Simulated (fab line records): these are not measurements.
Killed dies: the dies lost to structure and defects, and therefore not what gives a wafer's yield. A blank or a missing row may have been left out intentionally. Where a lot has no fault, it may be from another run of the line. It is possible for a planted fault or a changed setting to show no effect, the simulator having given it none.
Matching of chambers / flow n5_finfet / rie_diel-02 running N5_BEOL_M3_VIA_ETCH_34: 4 sister chambers
The step etches the open film in C4F6/O2, target depth 69.4 nm, time 65.9 s. 14 wafers are shown with their chamber, then 7 later ones without.

EACH WAFER AND ITS CHAMBER
wafer=L075.1; chamber=3; showerhead_plenum_p_Torr (Torr)=2.80; rf_vpp_V (V)=693; throttle_valve_pct (%)=31.2
wafer=L075.3; chamber=0; showerhead_plenum_p_Torr (Torr)=2.88; rf_vpp_V (V)=697; throttle_valve_pct (%)=30.8
wafer=L075.5; chamber=0; showerhead_plenum_p_Torr (Torr)=2.88; rf_vpp_V (V)=697; throttle_valve_pct (%)=30.8
wafer=L081.2; chamber=2; showerhead_plenum_p_Torr (Torr)=2.95; rf_vpp_V (V)=661; throttle_valve_pct (%)=31.1
wafer=L081.3; chamber=1; showerhead_plenum_p_Torr (Torr)=2.73; rf_vpp_V (V)=635; throttle_valve_pct (%)=31.0
wafer=L081.5; chamber=3; showerhead_plenum_p_Torr (Torr)=2.80; rf_vpp_V (V)=694; throttle_valve_pct (%)=31.3
wafer=L082.1; chamber=2; showerhead_plenum_p_Torr (Torr)=2.95; rf_vpp_V (V)=662; throttle_valve_pct (%)=31.1
wafer=L082.2; chamber=3; showerhead_plenum_p_Torr (Torr)=2.79; rf_vpp_V (V)=693; throttle_valve_pct (%)=31.3
wafer=L082.3; chamber=1; showerhead_plenum_p_Torr (Torr)=2.73; rf_vpp_V (V)=634; throttle_valve_pct (%)=31.0
wafer=L084.2; chamber=2; showerhead_plenum_p_Torr (Torr)=2.95; rf_vpp_V (V)=661; throttle_valve_pct (%)=31.1
wafer=L084.3; chamber=3; showerhead_plenum_p_Torr (Torr)=2.79; rf_vpp_V (V)=695; throttle_valve_pct (%)=31.3
wafer=L084.5; chamber=2; showerhead_plenum_p_Torr (Torr)=2.95; rf_vpp_V (V)=660; throttle_valve_pct (%)=31.1
wafer=L086.1; chamber=1; showerhead_plenum_p_Torr (Torr)=2.73; rf_vpp_V (V)=636; throttle_valve_pct (%)=31.0
wafer=L086.3; chamber=2; showerhead_plenum_p_Torr (Torr)=2.95; rf_vpp_V (V)=661; throttle_valve_pct (%)=31.1

SIGNATURES, as means of the wafers listed above
reading=showerhead_plenum_p_Torr; chamber 0=2.8800; chamber 1=2.7300; chamber 2=2.9500; chamber 3=2.7950; scatter within a chamber=0.00316
reading=rf_vpp_V; chamber 0=697.00; chamber 1=635.00; chamber 2=661.00; chamber 3=693.75; scatter within a chamber=0.822
reading=throttle_valve_pct; chamber 0=30.800; chamber 1=31.000; chamber 2=31.100; chamber 3=31.275; scatter within a chamber=0.0274
Rule: for a wafer and a chamber, the distance is found by dividing, reading by reading, the gap between the wafer's reading and the chamber's mean by the reading's scatter, squaring, summing and taking the root. The wafer belongs to the nearest chamber; if the next one is less than 2 further off, it can't be placed. The scatter is the square root of a quotient: the sum, over the shown wafers, of each reading's squared deviation from its chamber's mean, divided by wafers minus chambers.

WAFERS MISSING THEIR CHAMBER
wafer=L086.4; showerhead_plenum_p_Torr (Torr)=2.88; rf_vpp_V (V)=695; throttle_valve_pct (%)=30.1
wafer=L095.1; showerhead_plenum_p_Torr (Torr)=2.94; rf_vpp_V (V)=661; throttle_valve_pct (%)=31.1
wafer=L095.3; showerhead_plenum_p_Torr (Torr)=2.72; rf_vpp_V (V)=634; throttle_valve_pct (%)=31.1
wafer=L095.4; showerhead_plenum_p_Torr (Torr)=2.87; rf_vpp_V (V)=698; throttle_valve_pct (%)=30.1
wafer=L094.1; showerhead_plenum_p_Torr (Torr)=2.87; rf_vpp_V (V)=696; throttle_valve_pct (%)=30.1
wafer=L094.4; showerhead_plenum_p_Torr (Torr)=2.94; rf_vpp_V (V)=660; throttle_valve_pct (%)=31.1
wafer=L094.6; showerhead_plenum_p_Torr (Torr)=2.87; rf_vpp_V (V)=697; throttle_valve_pct (%)=30.1

EACH ONE'S CHAMBER
wafer=L086.4; from the rows above=0; in truth=0
wafer=L095.1; from the rows above=2; in truth=2
wafer=L095.3; from the rows above=1; in truth=1
wafer=L095.4; from the rows above=0; in truth=0
wafer=L094.1; from the rows above=0; in truth=0
wafer=L094.4; from the rows above=2; in truth=2
wafer=L094.6; from the rows above=0; in truth=0
Correctly placed: 7 of 7. Left unplaced by these rows: 0. 0 placed wrongly.
